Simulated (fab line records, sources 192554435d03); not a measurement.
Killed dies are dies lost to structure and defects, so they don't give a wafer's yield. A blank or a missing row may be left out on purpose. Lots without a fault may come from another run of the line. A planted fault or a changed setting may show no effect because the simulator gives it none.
Chamber matching | flow n5_finfet | N5_BEOL_M2_DEP_57 on pecvd-04: 3 sister chambers
The step deposits SiCN from 3MS/NH3, target thk 8 nm, time 14 s. 16 wafers are shown with their chamber, then 8 later ones without.

WAFERS WITH THEIR CHAMBER
wafer  | chamber | throttle_valve_pct (%) | showerhead_plenum_p_Torr (Torr)
L077.1 | 1       | 8.5                    | 3.670
L077.5 | 2       | 8.9                    | 3.645
L077.6 | 1       | 8.9                    | 3.665
L083.2 | 2       | 8.9                    | 3.646
L083.5 | 1       | 8.5                    | 3.664
L083.6 | 0       | 10.3                   | 3.668
L086.1 | 2       | 8.9                    | 3.655
L086.4 | 2       | 8.7                    | 3.656
L086.5 | 2       | 8.3                    | 3.650
L087.3 | 0       | 10.2                   | 3.659
L087.4 | 0       | 10.2                   | 3.665
L087.6 | 1       | 8.8                    | 3.672
L089.1 | 0       | 10.1                   | 3.662
L089.2 | 1       | 8.8                    | 3.671
L089.4 | 1       | 8.7                    | 3.685
L090.1 | 2       | 9.0                    | 3.654

SIGNATURES (means of the wafers above)
reading                  | chamber 0 | chamber 1 | chamber 2 | scatter within a chamber
throttle_valve_pct       | 10.200    | 8.700     | 8.783     | 0.194
showerhead_plenum_p_Torr | 3.66350   | 3.67117   | 3.65100   | 0.00582
Rule: a wafer's distance from a chamber is the root of the sum, over the readings, of the square of ((its reading less the chamber's mean) divided by the reading's scatter). The wafer belongs to the nearest chamber; if the next one is less than 2 further off, it can't be placed. The scatter: the root of (the sum of the squares of (reading less its chamber's mean) over the shown wafers, divided by (wafers less chambers)).

WAFERS WITHOUT THEIR CHAMBER
wafer  | throttle_valve_pct (%) | showerhead_plenum_p_Torr (Torr)
L090.2 | 10.2                   | 3.662
L090.3 | 8.6                    | 3.666
L093.3 | 10.4                   | 3.656
L093.4 | 9.0                    | 3.650
L093.6 | 10.3                   | 3.668
L094.1 | 8.7                    | 3.670
L094.4 | 10.1                   | 3.666
L094.6 | 8.6                    | 3.653

WHICH CHAMBER EACH WENT THROUGH
wafer  | from the rows above     | in truth
L090.2 | 0                       | 0
L090.3 | can't be placed: 1 or 2 | 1
L093.3 | 0                       | 0
L093.4 | 2                       | 2
L093.6 | 0                       | 0
L094.1 | 1                       | 1
L094.4 | 0                       | 0
L094.6 | 2                       | 2
Placed correctly: 7 of 8. Can't be placed from these rows: 1 (the true chamber is among the candidates in 1). Placed wrongly: 0.
